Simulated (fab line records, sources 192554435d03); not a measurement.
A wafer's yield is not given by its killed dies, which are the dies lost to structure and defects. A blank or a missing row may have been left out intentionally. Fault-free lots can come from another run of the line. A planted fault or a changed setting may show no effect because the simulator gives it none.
fab line records	flow n5Finfet
[record] lots = 24	wafers = 72	lastDay = 21
route steps=1938 shown BEOL_M12@1612 BEOL_M13@1669
lots that met no fault: from a run of the same line without faults
startH: hours from the record's opening day to when the first of the lot's shown wafers began	waitH: hours from the lot's prior step to this one	" as in the row above	L1.1+2: several wafers, shown together as one row	- value missing, or start not given	* or withheld: withheld	< > ~ a bound
route shown NAME@n: a module of which the file shows steps, and the number in the route of the first	usual: mean and standard deviation over wafers with no fault	same: alike in all rows	chamber/n: place in a boat	sites: per-site readings	_std_site: standard deviation of those values	_edge_site: mean of outer sites minus mean of inner sites	radiusMm: how far each site lies from the wafer's centre	mask NAME#n: copy n	behind: the last tool/chamber to shape the wafer	hold: why the lot went on hold/how many hours it stayed there/how the hold came to an end	device: the transistor (n, p or np) that didn't switch	end of line: tests run on the same wafers once the route is complete	a step without rows: its recipe alone	killed: dies lost to structure and defects at the first sort, not the wafer's yield	map: dies across one wafer; x = killed, . = not, _ = none there
set.NAME: the setting as run; set.NAME@STEP: as run at that earlier step	model.NAME: the simulator's own value behind a step, which no gauge read
a sample of lots followed through the steps of the route, with each step as a table and each wafer as a row
services: a tool's chamber out of use, with start hour (startH, from the record's first day; less than 0 if before it), hours out, and reason
[[steps]]
[step N5_BEOL_M12_CD_MEAS_10]
[recipe] targetCdNm = 140	landingEnergyEv = 500	detector = seInlens	polarity = opening
[usual] cdNm = 139.8/2.9
lot.wafer	tool	chamber	startH	waitH	cdNm
L076.2	cdSem-01	0	334.19	-	144.8
L076.5	"	0	"	"	144.3
L076.6	"	0	"	"	138.0
L074.3	cdSem-02	0	339.47	-	134.0
L074.4	"	0	"	"	142.0
L074.5	"	0	"	"	134.4
L075.1	cdSem-01	0	339.79	-	141.0
L075.4	"	0	"	"	142.9
L075.5	"	0	"	"	133.0
L077.2	cdSem-02	0	348.28	-	138.8
L077.3	"	0	"	"	139.9
L077.6	"	0	"	"	144.7
L078.1	cdSem-02	0	349.45	-	139.3
L078.4	"	0	"	"	137.8
L078.6	"	0	"	"	142.0
L079.2	cdSem-02	0	349.72	-	142.2
L079.3	"	0	"	"	137.1
L079.4	"	0	"	"	139.2
L081.1	cdSem-03	0	363.21	-	138.8
L081.2	"	0	"	"	139.4
L081.6	"	0	"	"	141.8
L083.1	cdSem-03	0	369.98	-	137.4
L083.2	"	0	"	"	138.3
L083.5	"	0	"	"	138.1
L080.2	cdSem-03	0	373.90	-	143.3
L080.4	"	0	"	"	143.7
L080.5	"	0	"	"	144.2
L082.1	cdSem-02	0	374.34	-	144.8
L082.3	"	0	"	"	142.6
L082.6	"	0	"	"	140.2
L085.2	cdSem-02	0	377.34	-	147.0
L085.3	"	0	"	"	142.2
L085.6	"	0	"	"	140.4
L084.1	cdSem-02	0	387.49	-	141.1
L084.3	"	0	"	"	146.2
L084.5	"	0	"	"	145.3
L086.3	cdSem-03	0	390.31	-	141.3
L086.5	"	0	"	"	138.9
L086.6	"	0	"	"	139.9
L089.1	cdSem-01	0	404.42	-	139.0
L089.2	"	0	"	"	137.7
L089.5	"	0	"	"	141.2
L091.3	cdSem-01	0	409.13	-	138.2
L091.4	"	0	"	"	139.8
L091.6	"	0	"	"	141.2
L087.1	cdSem-03	0	417.20	-	138.7
L087.2	"	0	"	"	137.6
L087.6	"	0	"	"	134.4
L090.2	cdSem-03	0	421.31	-	140.4
L090.3	"	0	"	"	132.5
L090.6	"	0	"	"	138.4
L088.1	cdSem-02	0	421.97	-	143.0
L088.5	"	0	"	"	140.2
L088.6	"	0	"	"	138.6
L092.3	cdSem-01	0	422.71	-	138.1
L092.5	"	0	"	"	139.9
L092.6	"	0	"	"	139.8
L093.1	cdSem-02	0	437.18	-	144.8
L093.3	"	0	"	"	142.9
L093.6	"	0	"	"	139.9
L094.1	cdSem-02	0	445.34	-	143.2
L094.3	"	0	"	"	139.1
L094.4	"	0	"	"	139.0
L095.1	cdSem-03	0	454.84	-	139.9
L095.3	"	0	"	"	139.2
L095.6	"	0	"	"	139.5
L096.1	cdSem-03	0	456.65	-	138.3
L096.5	"	0	"	"	136.7
L096.6	"	0	"	"	139.4
L097.2	cdSem-03	0	467.84	-	140.8
L097.3	"	0	"	"	139.7
L097.6	"	0	"	"	140.6
[step N5_BEOL_M12_ETCH_59]
[recipe] chemistry = N2/H2	target = BARC	targetDepthA = 890	overetchA = 267	timeS = 67.9	ionEnergyEv = 200	pressureMtorr = 30	sourceW = 840	biasW = 150	n2FlowSccm = 200	h2FlowSccm = 200
[usual] drypumpMotorCurrentA = 6.0/0.39	n2FlowSccm = 200.1/0.56	oesProductAu = 0.67/0.051	rfVppV = 525.0/2.1	showerheadPlenumPTorr = 2.59/0.075	throttleValvePct = 17.84/0.26
lot.wafer	tool	chamber	startH	waitH	drypumpMotorCurrentA	n2FlowSccm	oesProductAu	rfHoursCounterH	rfVppV	showerheadPlenumPTorr	throttleValvePct
L076.2	rieDiel-05	0	334.31	0.0	5.7	200.1	0.65	115	528.1	2.64	17.42
L076.5	"	1	"	"	6.2	200.2	0.71	-	526.9	2.70	18.19
L076.6	"	0	"	"	5.7	200.5	0.67	-	526.5	2.64	17.43
L074.3	rieDiel-05	1	339.59	0.0	6.2	200.0	0.70	80	528.6	2.70	18.20
L074.4	"	0	"	"	5.7	200.1	0.64	117	527.9	2.64	17.43
L074.5	"	0	"	"	5.7	200.8	0.65	-	527.2	2.64	17.43
L075.1	rieDiel-01	2	339.96	0.0	5.5	199.8	0.59	244	521.7	2.51	17.87
L075.4	"	0	"	"	6.2	201.0	0.65	141	526.6	2.69	18.15
L075.5	"	2	"	"	5.6	198.6	0.59	-	525.6	2.51	17.89
L077.2	rieDiel-05	1	348.62	0.0	6.2	199.1	0.70	84	527.6	2.69	18.21
L077.3	"	3	"	"	6.7	200.1	0.68	89	527.5	2.66	17.59
L077.6	"	3	"	"	6.7	199.9	0.67	-	526.1	2.66	17.58
L078.1	rieDiel-04	1	349.58	0.0	6.3	199.2	0.73	69	525.6	2.60	18.14
L078.4	"	3	"	"	5.6	200.5	0.79	-	524.6	2.59	17.58
L078.6	"	2	"	"	5.7	199.2	0.64	-	523.4	2.52	17.77
L079.2	rieDiel-04	3	350.27	0.0	5.6	200.9	0.79	16	524.6	2.59	17.58
L079.3	"	2	"	"	5.7	200.1	0.63	161	523.0	2.52	17.78
L079.4	"	3	"	"	5.6	200.3	0.80	-	524.8	2.59	17.58
L081.1	rieDiel-01	3	363.36	0.0	6.4	200.9	0.59	243	522.5	2.50	17.76
L081.2	"	0	"	"	6.2	200.6	0.64	150	527.8	2.68	18.17
L081.6	"	3	"	"	6.4	200.8	0.59	-	523.7	2.50	17.76
L083.1	rieDiel-05	0	370.10	0.0	5.7	199.9	0.64	128	526.8	2.64	17.45
L083.2	"	1	"	"	6.2	200.4	0.69	93	526.0	2.69	18.22
L083.5	"	1	"	"	6.2	200.9	0.68	-	526.9	2.69	18.24
L080.2	rieDiel-05	1	374.02	0.0	6.2	199.7	0.68	95	527.0	2.69	18.22
L080.4	"	2	"	"	5.8	201.4	0.67	121	523.8	2.56	17.88
L080.5	"	2	"	"	5.8	200.1	0.66	-	524.7	2.56	17.90
L082.1	rieDiel-01	1	374.56	0.0	5.9	200.1	0.72	47	520.9	2.47	17.86
L082.3	"	3	"	"	6.4	200.4	0.59	248	523.3	2.50	17.77
L082.6	"	3	"	"	6.5	200.2	0.59	-	522.0	2.50	17.78
L085.2	rieDiel-01	0	377.68	0.0	6.2	199.8	0.64	159	526.7	2.68	18.18
L085.3	"	3	"	"	6.4	200.2	0.59	251	522.5	2.50	17.76
L085.6	"	3	"	"	6.4	199.9	0.59	-	523.8	2.50	17.78
L084.1	rieDiel-01	0	387.66	0.0	6.3	200.0	0.63	165	527.6	2.68	18.19
L084.3	"	2	"	"	5.6	201.2	0.81	6	522.8	2.51	17.55
L084.5	"	0	"	"	6.2	199.5	0.64	-	526.0	2.68	18.20
L086.3	rieDiel-05	0	390.43	0.0	5.7	200.0	0.64	137	526.3	2.63	17.48
L086.5	"	0	"	"	5.7	199.8	0.64	-	526.8	2.63	17.48
L086.6	"	3	"	"	6.7	200.3	0.67	-	528.2	2.65	17.62
L089.1	rieDiel-01	2	404.68	0.0	5.6	200.0	0.79	15	522.6	2.51	17.55
L089.2	"	0	"	"	6.2	199.9	0.63	174	525.1	2.67	18.20
L089.5	"	1	"	"	6.0	199.7	0.71	-	522.6	2.46	17.92
L091.3	rieDiel-05	0	409.25	0.0	5.7	200.3	0.63	143	525.6	2.63	17.50
L091.4	"	1	"	"	6.2	200.4	0.67	108	527.3	2.68	18.25
L091.6	"	1	"	"	6.2	200.9	0.67	-	527.7	2.68	18.24
L087.1	rieDiel-05	0	417.32	0.0	5.7	200.1	0.63	145	528.4	2.63	17.48
L087.2	"	2	"	"	5.7	200.1	0.66	136	524.3	2.55	17.91
L087.6	"	0	"	"	5.7	199.8	0.63	-	526.4	2.63	17.47
L090.2	rieDiel-04	3	421.43	0.0	5.6	199.9	0.75	40	526.0	2.58	17.63
L090.3	"	1	"	"	6.3	199.9	0.71	93	525.2	2.59	18.19
L090.6	"	1	"	"	6.3	200.6	0.71	-	524.9	2.59	18.18
L088.1	rieDiel-05	2	422.09	0.0	5.8	200.7	0.66	138	524.1	2.55	17.91
L088.5	"	0	"	"	5.7	199.7	0.63	-	525.9	2.63	17.48
L088.6	"	3	"	"	6.7	201.1	0.66	-	527.8	2.65	17.61
L092.3	rieDiel-04	0	422.83	0.0	5.1	200.0	0.72	59	521.0	2.48	17.89
L092.5	"	1	"	"	6.3	200.0	0.70	-	525.4	2.59	18.18
L092.6	"	2	"	"	5.7	199.4	0.62	-	523.4	2.51	17.82
L093.1	rieDiel-04	2	437.30	0.0	5.7	199.8	0.62	191	523.3	2.51	17.84
L093.3	"	1	"	"	6.3	200.2	0.70	100	523.1	2.58	18.20
L093.6	"	3	"	"	5.7	199.3	0.74	-	523.5	2.58	17.62
L094.1	rieDiel-05	1	445.46	0.0	6.2	199.1	0.66	119	527.4	2.68	18.27
L094.3	"	0	"	"	5.7	201.2	0.63	154	526.0	2.62	17.51
L094.4	"	3	"	"	6.7	199.4	0.65	124	526.4	2.64	17.64
L095.1	rieDiel-04	1	455.03	0.0	6.3	200.6	0.70	106	524.1	2.58	18.22
L095.3	"	3	"	"	5.7	199.9	0.73	53	524.3	2.57	17.61
L095.6	"	2	"	"	5.7	199.9	0.61	-	523.4	2.51	17.85
L096.1	rieDiel-01	1	456.78	0.0	6.0	199.6	0.68	81	521.3	2.45	17.93
L096.5	"	2	"	"	5.5	199.7	0.74	-	522.3	2.50	17.58
L096.6	"	1	"	"	5.9	200.4	0.69	-	522.2	2.45	17.93
L097.2	rieDiel-05	3	467.97	0.0	6.7	200.2	0.65	131	527.2	2.64	17.64
L097.3	"	2	"	"	5.8	200.4	0.65	153	522.7	2.55	17.93
L097.6	"	2	"	"	5.8	200.6	0.65	-	523.6	2.55	17.95
[step N5_BEOL_M12_DESCUM_33]
[recipe] chemistry = O2	timeS = 7.9	sourcePowerW = 50	biasPowerW = 20	pressureMtorr = 20	rfFrequencyHz = 2.712e+07	tempC = 40	o2FlowSccm = 225
[usual] drypumpMotorCurrentA = 6.0/0.39	o2FlowSccm = 225.0/0.77	oesProductAu = 0.81/0.081	rfVppV = 243.4/1.2	showerheadPlenumPTorr = 2.11/0.061	throttleValvePct = 20.37/0.21
lot.wafer	tool	chamber	startH	waitH	drypumpMotorCurrentA	o2FlowSccm	oesProductAu	rfHoursCounterH	rfVppV	showerheadPlenumPTorr	throttleValvePct
L076.2	rieDiel-01	2	335.37	0.2	5.6	224.5	0.69	243	242.7	2.05	20.23
L076.5	"	0	"	"	6.2	226.2	0.77	-	244.7	2.18	20.37
L076.6	"	1	"	"	5.9	225.2	0.89	-	243.9	2.07	20.61
L074.3	rieDiel-05	0	340.60	0.0	5.7	224.7	0.74	118	244.4	2.19	20.18
L074.4	"	3	"	"	6.7	225.0	0.80	86	245.1	2.23	20.50
L074.5	"	3	"	"	6.7	225.1	0.79	-	244.6	2.23	20.50
L075.1	rieDiel-01	2	341.20	0.0	5.5	225.6	0.68	245	242.1	2.05	20.23
L075.4	"	0	"	"	6.2	224.3	0.76	141	246.6	2.18	20.38
L075.5	"	0	"	"	6.2	224.2	0.76	-	241.5	2.18	20.39
L077.2	rieDiel-05	1	349.49	0.0	6.2	224.8	0.82	84	244.3	2.21	20.65
L077.3	"	3	"	"	6.7	225.8	0.79	89	245.1	2.23	20.48
L077.6	"	0	"	"	5.7	224.2	0.74	-	244.7	2.19	20.20
L078.1	rieDiel-04	1	350.57	0.0	6.3	225.0	0.87	70	244.8	2.13	20.51
L078.4	"	0	"	"	5.1	224.1	0.87	35	243.2	2.04	20.35
L078.6	"	3	"	"	5.7	225.7	0.92	-	243.8	2.13	20.11
L079.2	rieDiel-01	1	351.30	0.2	5.9	225.7	0.89	36	242.1	2.06	20.62
L079.3	"	3	"	"	6.4	223.6	0.69	239	243.0	2.07	20.31
L079.4	"	0	"	"	6.2	225.7	0.76	146	245.1	2.18	20.37
L081.1	rieDiel-01	0	364.24	0.0	6.2	226.4	0.75	151	243.1	2.17	20.40
L081.2	"	1	"	"	5.9	226.3	0.87	42	243.3	2.06	20.62
L081.6	"	0	"	"	6.2	225.9	0.75	-	245.1	2.18	20.39
L083.1	rieDiel-01	3	370.97	0.0	6.4	225.3	0.68	246	243.0	2.07	20.34
L083.2	"	1	"	"	5.9	225.3	0.87	44	243.5	2.06	20.64
L083.5	"	3	"	"	6.4	226.0	0.69	-	242.2	2.07	20.33
L080.2	rieDiel-01	0	374.92	0.1	6.2	225.0	0.75	157	244.7	2.17	20.41
L080.4	"	0	"	"	6.2	222.8	0.75	-	244.7	2.17	20.41
L080.5	"	1	"	"	5.9	223.8	0.86	-	241.3	2.06	20.65
L082.1	rieDiel-01	0	375.56	0.0	6.2	224.4	0.74	157	244.2	2.17	20.40
L082.3	"	3	"	"	6.4	225.2	0.69	249	242.3	2.07	20.33
L082.6	"	1	"	"	5.9	225.4	0.87	-	242.2	2.06	20.64
L085.2	rieDiel-01	1	378.74	0.2	5.9	225.8	0.86	50	241.8	2.06	20.63
L085.3	"	2	"	"	5.5	224.2	0.98	1	243.4	2.05	19.92
L085.6	"	0	"	"	6.2	224.6	0.75	-	244.7	2.17	20.41
L084.1	rieDiel-05	0	388.93	0.3	5.7	223.6	0.73	136	244.9	2.19	20.20
L084.3	"	1	"	"	6.2	225.9	0.80	101	245.6	2.20	20.66
L084.5	"	2	"	"	5.8	225.4	0.77	-	242.1	2.07	20.17
L086.3	rieDiel-01	1	391.48	0.2	6.0	225.7	0.86	58	242.4	2.06	20.67
L086.5	"	0	"	"	6.2	223.2	0.74	-	244.5	2.17	20.41
L086.6	"	1	"	"	5.9	226.0	0.86	-	242.1	2.06	20.65
L089.1	rieDiel-04	3	405.60	0.1	5.7	224.9	0.89	33	244.2	2.12	20.15
L089.2	"	2	"	"	5.7	226.0	0.72	178	242.4	2.05	20.26
L089.5	"	0	"	"	5.1	225.2	0.85	-	241.0	2.04	20.38
L091.3	rieDiel-01	0	410.49	0.3	6.2	226.4	0.74	177	244.1	2.17	20.43
L091.4	"	2	"	"	5.5	224.9	0.92	19	243.3	2.04	19.98
L091.6	"	3	"	"	6.4	225.3	1.01	-	241.8	2.07	20.08
L087.1	rieDiel-05	1	418.32	0.0	6.2	225.8	0.80	110	244.5	2.20	20.70
L087.2	"	3	"	"	6.7	225.6	0.76	115	245.4	2.22	20.53
L087.6	"	1	"	"	6.2	226.1	0.80	-	242.9	2.20	20.68
L090.2	rieDiel-05	2	422.32	0.1	5.8	225.5	0.76	138	242.1	2.07	20.18
L090.3	"	0	"	"	5.7	225.4	0.73	146	243.7	2.18	20.22
L090.6	"	0	"	"	5.7	225.6	0.72	-	245.6	2.18	20.23
L088.1	rieDiel-04	1	423.09	0.0	6.3	223.9	0.84	93	243.2	2.12	20.54
L088.5	"	1	"	"	6.3	224.1	0.84	-	242.6	2.12	20.55
L088.6	"	2	"	"	5.7	225.3	0.71	-	242.6	2.05	20.28
L092.3	rieDiel-01	0	423.75	0.1	6.2	224.9	0.73	182	243.9	2.16	20.42
L092.5	"	0	"	"	6.2	223.0	0.72	-	245.2	2.16	20.43
L092.6	"	2	"	"	5.5	225.5	0.89	-	243.1	2.04	19.97
L093.1	rieDiel-04	0	438.32	0.0	5.1	224.0	0.84	66	243.4	2.03	20.38
L093.3	"	3	"	"	5.7	225.5	0.87	47	244.1	2.12	20.17
L093.6	"	3	"	"	5.7	225.4	0.87	-	243.8	2.12	20.15
L094.1	rieDiel-04	1	446.34	0.0	6.3	223.9	0.82	103	242.1	2.12	20.57
L094.3	"	2	"	"	5.7	224.0	0.71	194	243.9	2.05	20.27
L094.4	"	0	"	"	5.1	225.9	0.83	69	242.4	2.03	20.41
L095.1	rieDiel-04	1	456.02	0.0	6.3	225.2	0.82	107	244.4	2.12	20.57
L095.3	"	2	"	"	5.7	225.6	0.71	197	244.5	2.05	20.30
L095.6	"	3	"	"	5.7	223.8	0.86	-	244.4	2.12	20.19
L096.1	rieDiel-01	2	458.18	0.4	5.5	226.3	0.88	37	241.2	2.03	20.00
L096.5	"	1	"	"	5.9	225.4	0.82	-	242.1	2.05	20.69
L096.6	"	2	"	"	5.5	224.9	0.88	-	242.5	2.03	19.99
L097.2	rieDiel-01	3	468.97	0.0	6.4	224.3	0.92	20	241.8	2.06	20.11
L097.3	"	0	"	"	6.2	226.1	0.71	199	244.7	2.16	20.48
L097.6	"	1	"	"	5.9	225.6	0.81	-	242.0	2.05	20.68
[step N5_BEOL_M12_ANNEAL_48]
[recipe] tempC = 225	timeS = 90	ambient = N2
[usual] annealTempC = 224.97/0.15	wafer_temp_C_max = 225.83/0.23
lot.wafer	tool	chamber	startH	waitH	annealTempC	wafer_temp_C_max
L076.2	rtpAnneal-02	0	339.16	0.3	224.98	225.96
L076.5	"	0	"	"	224.75	226.12
L076.6	"	0	"	"	225.06	225.92
L074.3	rtpAnneal-02	0	344.85	0.3	224.86	225.44
L074.4	"	0	"	"	225.14	225.67
L074.5	"	0	"	"	225.21	225.63
L075.1	rtpAnneal-01	0	345.38	0.3	224.54	225.95
L075.4	"	0	"	"	224.93	225.44
L075.5	"	0	"	"	224.91	225.46
L077.2	rtpAnneal-01	0	351.46	0.5	225.17	226.14
L077.3	"	0	"	"	224.82	225.84
L077.6	"	0	"	"	225.18	225.91
L078.1	rtpAnneal-01	0	355.11	0.1	224.91	225.62
L078.4	"	0	"	"	225.11	225.83
L078.6	"	0	"	"	225.20	225.91
L079.2	rtpAnneal-02	0	363.60	0.1	225.14	225.87
L079.3	"	0	"	"	225.25	225.65
L079.4	"	0	"	"	224.93	226.33
L081.1	rtpAnneal-02	0	368.47	0.1	224.99	225.62
L081.2	"	0	"	"	224.98	225.68
L081.6	"	0	"	"	224.71	225.90
L083.1	rtpAnneal-02	0	372.81	0.1	224.74	225.39
L083.2	"	0	"	"	225.06	225.39
L083.5	"	0	"	"	224.78	225.48
L080.2	rtpAnneal-01	0	380.62	0.1	224.86	225.67
L080.4	"	0	"	"	224.76	225.81
L080.5	"	0	"	"	225.08	225.96
L082.1	rtpAnneal-02	0	381.59	0.1	225.25	225.58
L082.3	"	0	"	"	224.86	225.82
L082.6	"	0	"	"	225.11	225.61
L085.2	rtpAnneal-01	0	382.45	0.6	225.02	225.76
L085.3	"	0	"	"	225.02	226.24
L085.6	"	0	"	"	225.04	225.97
L084.1	rtpAnneal-01	0	392.25	0.1	225.01	226.51
L084.3	"	0	"	"	224.60	225.81
L084.5	"	0	"	"	224.98	225.88
L086.3	rtpAnneal-01	0	393.56	0.2	225.14	226.10
L086.5	"	0	"	"	225.05	225.92
L086.6	"	0	"	"	225.18	225.86
L089.1	rtpAnneal-02	0	414.18	0.1	224.92	225.88
L089.2	"	0	"	"	224.77	225.63
L089.5	"	0	"	"	224.98	225.76
L091.3	rtpAnneal-02	0	415.27	0.4	225.13	225.78
L091.4	"	0	"	"	224.75	225.83
L091.6	"	0	"	"	225.08	225.74
L087.1	rtpAnneal-02	0	421.28	0.1	225.00	225.92
L087.2	"	0	"	"	225.04	226.09
L087.6	"	0	"	"	224.93	225.41
L090.2	rtpAnneal-02	0	424.78	0.1	224.75	225.87
L090.3	"	0	"	"	224.98	225.73
L090.6	"	0	"	"	225.02	225.73
L088.1	rtpAnneal-02	0	425.24	0.1	225.01	225.66
L088.5	"	0	"	"	225.22	225.51
L088.6	"	0	"	"	224.83	225.62
L092.3	rtpAnneal-02	0	425.91	0.3	224.69	225.95
L092.5	"	0	"	"	224.73	225.63
L092.6	"	0	"	"	225.01	226.02
L093.1	rtpAnneal-01	0	441.11	0.1	225.00	226.18
L093.3	"	0	"	"	225.06	226.22
L093.6	"	0	"	"	225.01	225.88
L094.1	rtpAnneal-02	0	449.36	0.1	225.10	226.40
L094.3	"	0	"	"	225.20	225.84
L094.4	"	0	"	"	224.91	225.92
L095.1	rtpAnneal-02	0	458.96	0.1	225.05	225.97
L095.3	"	0	"	"	225.00	225.88
L095.6	"	0	"	"	225.04	226.23
L096.1	rtpAnneal-02	0	460.60	0.1	224.96	225.54
L096.5	"	0	"	"	224.71	225.91
L096.6	"	0	"	"	224.90	225.69
L097.2	rtpAnneal-01	0	472.58	0.6	225.15	225.32
L097.3	"	0	"	"	224.96	225.54
L097.6	"	0	"	"	225.14	225.84
[step N5_BEOL_M12_DEP_53]
[recipe] material = SiCN	targetThkA = 300	tempC = withheld	precursor = 3MS/NH3	pressureTorr = 3	rfW = 675	timeS = 10.5
[usual] showerheadPlenumPTorr = 4.166/0.021	throttleValvePct = 18.2/0.73
lot.wafer	tool	chamber	startH	waitH	showerheadPlenumPTorr	throttleValvePct
L076.2	pecvd-03	0	339.77	0.0	4.145	18.3
L076.5	"	2	"	"	4.195	17.3
L076.6	"	1	"	"	4.160	19.1
L074.3	pecvd-02	2	345.43	0.0	4.164	18.0
L074.4	"	1	"	"	4.140	18.6
L074.5	"	0	"	"	4.159	18.5
L075.1	pecvd-01	1	346.06	0.0	4.195	17.0
L075.4	"	2	"	"	4.177	17.0
L075.5	"	1	"	"	4.197	17.4
L077.2	pecvd-03	1	352.30	0.0	4.145	19.1
L077.3	"	0	"	"	4.140	18.3
L077.6	"	0	"	"	4.146	18.7
L078.1	pecvd-02	2	355.76	0.0	4.158	18.0
L078.4	"	1	"	"	4.138	18.8
L078.6	"	0	"	"	4.165	18.6
L079.2	pecvd-01	2	364.20	0.0	4.178	16.7
L079.3	"	1	"	"	4.201	17.3
L079.4	"	2	"	"	4.183	17.0
L081.1	pecvd-02	2	369.13	0.0	4.170	18.2
L081.2	"	1	"	"	4.130	18.9
L081.6	"	1	"	"	4.135	18.7
L083.1	pecvd-02	0	373.57	0.0	4.176	18.6
L083.2	"	1	"	"	4.138	18.8
L083.5	"	2	"	"	4.169	18.3
L080.2	pecvd-03	1	381.23	0.0	4.148	19.2
L080.4	"	0	"	"	4.143	18.3
L080.5	"	1	"	"	4.151	19.1
L082.1	pecvd-02	1	382.40	0.0	4.143	18.5
L082.3	"	2	"	"	4.165	18.1
L082.6	"	0	"	"	4.161	18.8
L085.2	pecvd-01	2	383.06	0.0	4.171	16.6
L085.3	"	0	"	"	4.147	19.0
L085.6	"	1	"	"	4.197	17.4
L084.1	pecvd-01	1	392.90	0.0	4.200	17.3
L084.3	"	0	"	"	4.159	19.2
L084.5	"	2	"	"	4.164	17.2
L086.3	pecvd-02	2	394.32	0.0	4.177	18.3
L086.5	"	0	"	"	4.171	18.8
L086.6	"	2	"	"	4.176	18.3
L089.1	pecvd-02	2	414.85	0.0	4.172	18.3
L089.2	"	0	"	"	4.162	18.3
L089.5	"	2	"	"	4.165	18.2
L091.3	pecvd-03	1	415.83	0.0	4.153	19.0
L091.4	"	0	"	"	4.151	18.3
L091.6	"	2	"	"	4.200	17.5
L087.1	pecvd-01	2	421.94	0.0	4.174	16.9
L087.2	"	0	"	"	4.158	19.1
L087.6	"	1	"	"	4.194	17.3
L090.2	pecvd-01	1	425.39	0.0	4.193	17.1
L090.3	"	0	"	"	4.156	19.3
L090.6	"	0	"	"	4.161	19.3
L088.1	pecvd-01	0	425.89	0.0	4.155	19.2
L088.5	"	1	"	"	4.195	17.4
L088.6	"	0	"	"	4.148	19.2
L092.3	pecvd-02	2	426.50	0.0	4.172	18.1
L092.5	"	2	"	"	4.172	18.3
L092.6	"	0	"	"	4.171	18.3
L093.1	pecvd-03	0	441.77	0.0	4.146	18.3
L093.3	"	2	"	"	4.209	17.7
L093.6	"	1	"	"	4.148	19.1
L094.1	pecvd-03	0	450.03	0.0	4.154	18.2
L094.3	"	1	"	"	4.140	18.8
L094.4	"	0	"	"	4.151	18.5
L095.1	pecvd-03	0	459.63	0.0	4.155	18.5
L095.3	"	0	"	"	4.160	18.5
L095.6	"	1	"	"	4.143	19.0
L096.1	pecvd-02	1	461.25	0.0	4.130	17.3
L096.5	"	2	"	"	4.170	18.6
L096.6	"	1	"	"	4.137	17.1
L097.2	pecvd-03	1	473.20	0.0	4.147	19.0
L097.3	"	2	"	"	4.210	17.9
L097.6	"	0	"	"	4.156	18.2
[step N5_BEOL_M13_CD_MEAS_10]
[recipe] targetCdNm = 190	landingEnergyEv = 500	detector = seInlens	polarity = opening
[usual] cdNm = 189.5/1.8
lot.wafer	tool	chamber	startH	waitH	cdNm
L076.2	cdSem-01	0	340.47	-	186.8
L076.5	"	0	"	"	188.0
L076.6	"	0	"	"	187.7
L074.3	cdSem-02	0	346.14	-	189.9
L074.4	"	0	"	"	188.7
L074.5	"	0	"	"	191.9
L075.1	cdSem-01	0	346.66	-	190.0
L075.4	"	0	"	"	190.7
L075.5	"	0	"	"	189.4
L077.2	cdSem-01	0	352.88	-	192.2
L077.3	"	0	"	"	192.6
L077.6	"	0	"	"	191.8
L078.1	cdSem-01	0	356.48	-	187.0
L078.4	"	0	"	"	186.7
L078.6	"	0	"	"	186.6
L079.2	cdSem-03	0	364.79	-	188.3
L079.3	"	0	"	"	188.2
L079.4	"	0	"	"	187.4
L081.1	cdSem-01	0	369.99	-	186.5
L081.2	"	0	"	"	186.5
L081.6	"	0	"	"	186.6
L083.1	cdSem-02	0	374.15	-	188.9
L083.2	"	0	"	"	191.5
L083.5	"	0	"	"	191.8
L080.2	cdSem-01	0	381.93	-	189.5
L080.4	"	0	"	"	189.1
L080.5	"	0	"	"	191.3
L082.1	cdSem-03	0	383.10	-	191.1
L082.3	"	0	"	"	190.0
L082.6	"	0	"	"	191.3
L085.2	cdSem-01	0	383.77	-	191.3
L085.3	"	0	"	"	191.1
L085.6	"	0	"	"	189.6
L084.1	cdSem-03	0	393.61	-	190.2
L084.3	"	0	"	"	188.9
L084.5	"	0	"	"	188.9
L086.3	cdSem-03	0	395.05	-	188.1
L086.5	"	0	"	"	187.9
L086.6	"	0	"	"	188.2
L089.1	cdSem-01	0	415.44	-	189.4
L089.2	"	0	"	"	187.5
L089.5	"	0	"	"	187.8
L091.3	cdSem-03	0	416.47	-	189.0
L091.4	"	0	"	"	188.6
L091.6	"	0	"	"	187.0
L087.1	cdSem-03	0	422.52	-	189.6
L087.2	"	0	"	"	189.8
L087.6	"	0	"	"	189.0
L090.2	cdSem-03	0	426.09	-	191.3
L090.3	"	0	"	"	191.3
L090.6	"	0	"	"	191.3
L088.1	cdSem-01	0	426.59	-	189.6
L088.5	"	0	"	"	190.0
L088.6	"	0	"	"	190.3
L092.3	cdSem-03	0	427.09	-	186.6
L092.5	"	0	"	"	186.2
L092.6	"	0	"	"	187.8
L093.1	cdSem-01	0	442.47	-	190.9
L093.3	"	0	"	"	191.4
L093.6	"	0	"	"	190.5
L094.1	cdSem-02	0	450.68	-	191.4
L094.3	"	0	"	"	190.4
L094.4	"	0	"	"	190.8
L095.1	cdSem-01	0	460.28	-	189.7
L095.3	"	0	"	"	188.9
L095.6	"	0	"	"	189.8
L096.1	cdSem-02	0	461.83	-	188.5
L096.5	"	0	"	"	190.0
L096.6	"	0	"	"	191.8
L097.2	cdSem-03	0	473.79	-	191.6
L097.3	"	0	"	"	191.2
L097.6	"	0	"	"	191.2
[[services]]
tool	chamber	startH	hours	kind
rieDiel-01	1	310.36	2.1	repair
pecvd-02	-	324.36	0.8	repair
pecvd-01	-	334.31	2.8	pm
rieDiel-04	2	339.41	7.8	repair
rieDiel-01	2	354.43	-	clean
rieDiel-01	2	354.43	-	consumableReplace:focusRing
rieDiel-01	2	354.43	23.2	scheduledDown
rieDiel-01	2	354.43	23.2	ventCycle
pecvd-02	2	355.98	11.3	repair
rieDiel-05	0	359.21	8.0	repair
pecvd-01	-	371.26	1.8	repair
rieDiel-01	3	377.91	-	clean
rieDiel-01	3	377.91	-	consumableReplace:focusRing
rieDiel-01	3	377.91	30.8	scheduledDown
rieDiel-01	3	377.91	30.8	ventCycle
pecvd-02	1	403.96	-	clean
pecvd-02	1	403.96	-	consumableReplace:showerhead
rieDiel-05	-	410.63	0.9	repair
pecvd-01	-	415.89	5.5	pm
rieDiel-01	3	432.33	4.8	repair
pecvd-03	2	444.22	19.8	repair
rieDiel-05	1	452.35	1.3	repair
rieDiel-04	3	460.95	2.6	repair
rieDiel-01	2	468.26	16.2	repair
[[key]]
fault none
